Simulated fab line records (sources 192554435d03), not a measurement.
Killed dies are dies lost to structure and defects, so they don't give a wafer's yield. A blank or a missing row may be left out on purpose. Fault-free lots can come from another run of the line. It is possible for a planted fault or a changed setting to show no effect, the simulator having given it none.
Split-lot trial    flow n5Finfet    on a route of 1938 steps: 7 lots, 21 wafers read

== ON THE SPLIT ==
At N5_BEOL_M11_COAT_22 (resist thk 90 nm), the setting spinRpm was moved away from the recipe's 1500 rpm on 6 of the 21 wafers read, by -8.9% to +7.6%. All remaining wafers had this setting at the recipe value.

== FROM THE SPLIT TO THE READING: what the file shows between them, 2 steps ==
- N5_BEOL_M11_EBR_24
- N5_BEOL_M11_SOFTBAKE_23: time 60 s

== THE READING ==
CAR-ArF_of_BEOL_M11_COAT_22.thkNm (the simulator's own value, which no gauge read), in nm, at N5_BEOL_M11_DESCUM_33 (chemistry O2, time 7.9 s). The file gives no usual value for it. Average 83.5 nm, standard deviation 0.33 nm, over the 15 wafers here run with the recipe.

wafer   tool, chamber at the split  spinRpm as run, rpm  against the recipe  CAR-ArF_of_BEOL_M11_COAT_22.thkNm, nm  against lot-mates on the recipe
L081.3  lithoTrack-03, 0            1614                 +7.6%               79.4                                   -3.5
L081.4  lithoTrack-03, 0            1500                 recipe              82.8                                   -
L081.6  lithoTrack-03, 0            1500                 recipe              83                                     -
L083.2  lithoTrack-01, 0            1500                 recipe              83.6                                   -
L083.4  lithoTrack-01, 0            1500                 recipe              83.4                                   -
L083.6  lithoTrack-01, 0            1500                 recipe              83.2                                   -
L087.2  lithoTrack-05, 0            1500                 recipe              83.4                                   -
L087.5  lithoTrack-05, 0            1500                 recipe              83.2                                   -
L087.6  lithoTrack-05, 0            1367                 -8.9%               87.6                                   +4.3
L088.1  lithoTrack-05, 0            1500                 recipe              83.6                                   -
L088.3  lithoTrack-05, 0            1500                 recipe              83.8                                   -
L088.5  lithoTrack-05, 0            1500                 recipe              83.8                                   -
L095.2  lithoTrack-05, 0            1500                 recipe              83.8                                   -
L095.3  lithoTrack-05, 0            1500                 recipe              83.8                                   -
L095.4  lithoTrack-05, 0            1567                 +4.5%               81.4                                   -2.4
L097.3  lithoTrack-01, 0            1418                 -5.5%               86.2                                   +2.4
L097.5  lithoTrack-01, 0            1500                 recipe              84                                     -
L097.6  lithoTrack-01, 0            1500                 recipe              83.6                                   -
L089.1  lithoTrack-05, 0            1500                 recipe              83.2                                   -
L089.2  lithoTrack-05, 0            1604                 +6.9%               80.6                                   -2.6
L089.5  lithoTrack-05, 0            1604                 +6.9%               80.6                                   -2.6

THE FIT
A straight line over all 21 wafers: CAR-ArF_of_BEOL_M11_COAT_22.thkNm changes by -0.467 nm for each +1% of spinRpm; r = -0.98; the points scatter about the line by 0.34 nm.
The same after taking each lot's own level away (the mean of its wafers on the recipe; 21 wafers): -0.443 nm for each +1%; r = -0.99; scatter 0.23 nm.
That fit puts the effect of the largest move of spinRpm on the reading at 3.9 nm.
Across the lots, their own levels run from 82.90 to 83.80 nm, a range of 2.7 times the standard deviation given above.
So the lot-to-lot level changes the slope little: the two slopes agree.
Check: for one of the wafers moved furthest among these (-8.9%), held out of the fit, the line's prediction against its lot-mates is +3.76 nm. Against them it came out at +4.3 nm.

== OTHER SPLITS APPLIED TO THESE WAFERS ==
Note: prior to the reading, these wafers also went through further splits. Each is held against what the fit with the lots' levels taken away leaves over:
other split on the same wafers     wafers away from the commonest value  r with CAR-ArF_of_BEOL_M11_COAT_22.thkNm (lot level and that fit taken away)
N5_BEOL_M7_EXPOSE_08 doseMj        12                                    +0.06
N5_BEOL_M8_DESCUM_33 timeS         6                                     -0.35
N5_BEOL_M8_TRENCH_ETCH_37 sourceW  5                                     -0.11
N5_BEOL_M10_ETCH_62 timeS          6                                     -0.18
N5_BEOL_M10_VIA_ETCH_34 timeS      8                                     +0.19

== THE WHOLE CHAIN: every reading that the file lists as answering this split, in the file's order ==
step                   what it does              reading                                                                             change (the file's fit)                r (the file's)
N5_BEOL_M11_COAT_22    resist thk 90 nm          CAR-ArF_of_BEOL_M11_COAT_22.thkNm (the simulator's own value, which no gauge read)  -0.453 nm for each +1% of the setting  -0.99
N5_BEOL_M11_DESCUM_33  chemistry O2, time 7.9 s  CAR-ArF_of_BEOL_M11_COAT_22.thkNm (the simulator's own value, which no gauge read)  -0.455 nm for each +1% of the setting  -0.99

== THE FILE'S OWN FIT ==
CAR-ArF_of_BEOL_M11_COAT_22.thkNm changes by -0.455 nm for each +1% of spinRpm, r = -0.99.
